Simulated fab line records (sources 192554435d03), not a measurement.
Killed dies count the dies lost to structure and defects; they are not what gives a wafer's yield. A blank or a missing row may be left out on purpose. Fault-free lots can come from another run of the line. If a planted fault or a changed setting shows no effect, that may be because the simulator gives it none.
A struck lot beside a sound one :: flow n5_finfet :: 42 steps out of a route of 1938
Sound: the wafers L377.2, L377.4, L377.6. The struck wafers were L366.3, L366.4, L366.6. The cause is named last.
For every step that has rows: the tool of each side, followed by ch and its chambers, followed by its first start. Under that, the readings that differ: sound wafers :: struck wafers :: difference of the means :: sigmas: that difference in standard deviations of wafers without a fault.
alike: same words and numbers on both sides, and readings whose means sit less than 2 such deviations apart. not compared: any withheld reading, any reading some wafer has no value for, any bound like >300 that may hide the same value, and any number with overlapping values for which the record gives no deviation.
The two part at a step that has a row with sigmas, a row that says differs or no value, or rows on one side only. Numbers that have no deviation but don't overlap get no sigmas and don't part them. A reading missing from all wafers of one side parts the sides only when that side holds two or more wafers.

first, 9 steps without rows for these wafers: N5_BEOL_M4_ANNEAL_95 (time 240 s); N5_BEOL_M4_SPUTTER_96 (material Cu, target thk 4.5 nm, time 8.29 s); N5_BEOL_M4_ECD_50 (material Cu, target thk 300 nm); N5_BEOL_M4_ANNEAL_51 (time 90 s); N5_BEOL_M4_CMP_52 (polishes, stops on SiOC, t overpolish 6.8 s, target thk 40 nm); N5_BEOL_M4_PRE_CLEAN_60 (time 15 s); N5_BEOL_M4_CO_CAP_55 (material Co, precursor CCTBA/H2, target thk 2 nm, time 102.1 s); N5_BEOL_M4_PRE_CLEAN_56 (time 15 s); N5_BEOL_M4_DEP_57 (deposits SiCN from 3MS/NH3, target thk 8 nm, time 14 s).
N5_BEOL_M4_RC_MEAS_101:
  sound on prober-02 ch 0, day 14 05:37; struck on prober-01 ch 0, day 11 19:29
  alike: DIBL_N, DIBL_P, IOFF_N, IOFF_P, ION_N, ION_P, SS_N, SS_P, VT_N, VT_P
then, 24 steps without rows for these wafers: N5_BEOL_M5_ILD_DEP_00 (deposits SiCOH lowk from DEMS/porogen, target thk 140.64 nm, time 25.9 s); N5_BEOL_M5_CURE_79 (cures SiCOH lowk, time 240 s); N5_BEOL_M5_PECVD_70 (deposits SiO2 from TEOS/O2, target thk 16 nm, time 18 s); N5_BEOL_M5_HM_DEP_02 (deposits TiN, target thk 20 nm); N5_BEOL_M5_COAT_59 (time 60 s, resist thk 60 nm); N5_BEOL_M5_COAT_60 (time 60 s, resist thk 12 nm); N5_BEOL_M5_COAT_71 (time 60 s, resist thk 5 nm); N5_BEOL_M5_COAT_05 (resist thk 30 nm); N5_BEOL_M5_EBR_07; N5_BEOL_M5_SOFTBAKE_06 (time 60 s); N5_BEOL_M5_EXPOSE_08 (exposes mask M5, target cd 28 nm); N5_BEOL_M5_PEB_09 (peb time 60 s); N5_BEOL_M5_DEVELOP_10 (develop time 30 s); N5_BEOL_M5_DESCUM_16 (chemistry O2, time 7 s); N5_BEOL_M5_ETCH_72 (etches underlayer in N2/H2, target depth 6.5 nm, time 5.2 s); N5_BEOL_M5_ETCH_61 (etches SiARC in CF4, target depth 15.6 nm, time 26 s); N5_BEOL_M5_ETCH_62 (etches SOC in N2/H2, target depth 75 nm, overetch 15 nm, time 112.5 s); N5_BEOL_M5_STRIP_63 (strips in N2/H2); N5_BEOL_M5_STRIP_73 (strips in N2/H2); N5_BEOL_M5_STRIP_64 (strips in CF4); N5_BEOL_M5_HM_OPEN_17 (chemistry Cl2/BCl3, target TiN, target depth 20 nm, overetch 6 nm); N5_BEOL_M5_STRIP_19 (strips in O2); N5_BEOL_M5_COAT_65 (time 60 s, resist thk 60 nm); N5_BEOL_M5_COAT_66 (time 60 s, resist thk 12 nm).
-- a jump in the record: the struck wafers' starts before and after are 3 days apart (it breaks off in module BEOL_M5 and resumes in module BEOL_M13, where the first step shown is number 1659 of the route) --
N5_BEOL_M13_ILD_DEP_00: deposits SiOC from DEMS/O2, target thk 837.92 nm, time 166.4 s.
  sound on pecvd-03 ch 0,1, day 17 01:50; struck on pecvd-04 ch 0,1, day 15 01:17
  alike: heater_power_w, showerhead_plenum_p_Torr, throttle_valve_pct
N5_BEOL_M13_THK_MEAS_01:
  sound: film_metro-02 at day 17 01:59; struck: film_metro-01 at day 15 01:27
reading: M13_ILD_THK (nm)
sound: 821 834 851
struck: 1662 1701 1740
difference: +866
sigmas: +79
N5_BEOL_M13_VIA_ETCH_16: etches SiOC in C4F8/O2/Ar, target depth 921.7 nm.
  sound on rie_diel-05 ch 0,3, day 17 02:34; struck on rie_diel-01 ch 1,3, day 15 01:55
reading: oes_product_au (a.u.)
sound: 0.63 0.69 0.70
struck: 0.84 0.78 0.85
difference: +0.15
sigmas: +2

reading: model.etch.depth_nm (nm)
sound: 821.3 833.5 851.1
struck: 1662 1700 1739
difference: +865
sigmas: 

reading: model.SiOC_of_BEOL_M13_ILD_DEP_00.thk_nm (nm)
sound: 821.4 833.6 851.2
struck: 1364 1374 1369
difference: +534
sigmas: 

reading: model.BARC_of_BEOL_M13_COAT_58.thk_nm (nm)
sound: 89.4 89.2 89
struck: 0 0 0
difference: -89
sigmas: 
  alike: drypump_motor_current_A, rf_vpp_V, showerhead_plenum_p_Torr, throttle_valve_pct
N5_BEOL_M13_STRIP_63: strips in N2/H2.
  sound on plasma_asher-01 ch 0,1, day 17 02:49; struck on plasma_asher-01 ch 0,1, day 15 02:11
reading: oes_product_au (a.u.)
sound: 0.679 0.673 0.680
struck: 0.239 0.228 0.230
difference: -0.445
sigmas: -81

reading: strip_time_to_endpoint_s (s)
sound: 30.3 27.8 26.3
struck: 0.0 0.0 0.0
difference: -28.1
sigmas: -26
  alike: drypump_motor_current_A, heater_power_w, n2_flow_sccm
  not compared: rf_hours_counter_h
N5_BEOL_M13_STRIP_64: strips in N2/H2.
  sound on plasma_asher-01 ch 0,1, day 17 02:52; struck on plasma_asher-01 ch 0,1, day 15 02:14
reading: oes_product_au (a.u.)
sound: 0.711 0.714 0.709
struck: 0.244 0.235 0.239
difference: -0.472
sigmas: -98

reading: strip_time_to_endpoint_s (s)
sound: 31.41 31.35 31.29
struck: 0.04 0.03 0.04
difference: -31.31
sigmas: -99 or more
  alike: drypump_motor_current_A, heater_power_w, n2_flow_sccm
  not compared: rf_hours_counter_h
N5_BEOL_M13_CD_MEAS_17 targets a cd of 190 nm.
  sound: cd_sem-01 at day 17 03:01; struck: cd_sem-02 at day 15 02:22
reading: cd_nm (nm)
sound: 186.5 192.3 191.5
struck: 276.2 280.8 292.2
difference: +93.0
sigmas: +46
N5_BEOL_M13_CMP_49: polishes, stops on SiOC, t overpolish 17.1 s, target thk 420 nm.
  sound on cmp-04 ch 0,3, day 17 06:35; struck on cmp-02 ch 1,2, day 15 05:59
reading: model.SiOC_of_BEOL_M13_ILD_DEP_00.thk_nm (nm)
sound: 764 777.8 794.6
struck: 1306 1316 1309
difference: +532
sigmas: 
  alike: barrier_field_endpoint_s, clearing_platen_rpm, motor_current_A, overpolish_run_s
N5_PASSIVATION_PROBE_49:
  record: rows for the struck wafers here (prober-01, day 16 12:03), none for the sound ones

## WHERE THEY PART
Earliest at N5_BEOL_M13_THK_MEAS_01; latest, in this record, at N5_PASSIVATION_PROBE_49.

WHY: the cause the simulator had injected
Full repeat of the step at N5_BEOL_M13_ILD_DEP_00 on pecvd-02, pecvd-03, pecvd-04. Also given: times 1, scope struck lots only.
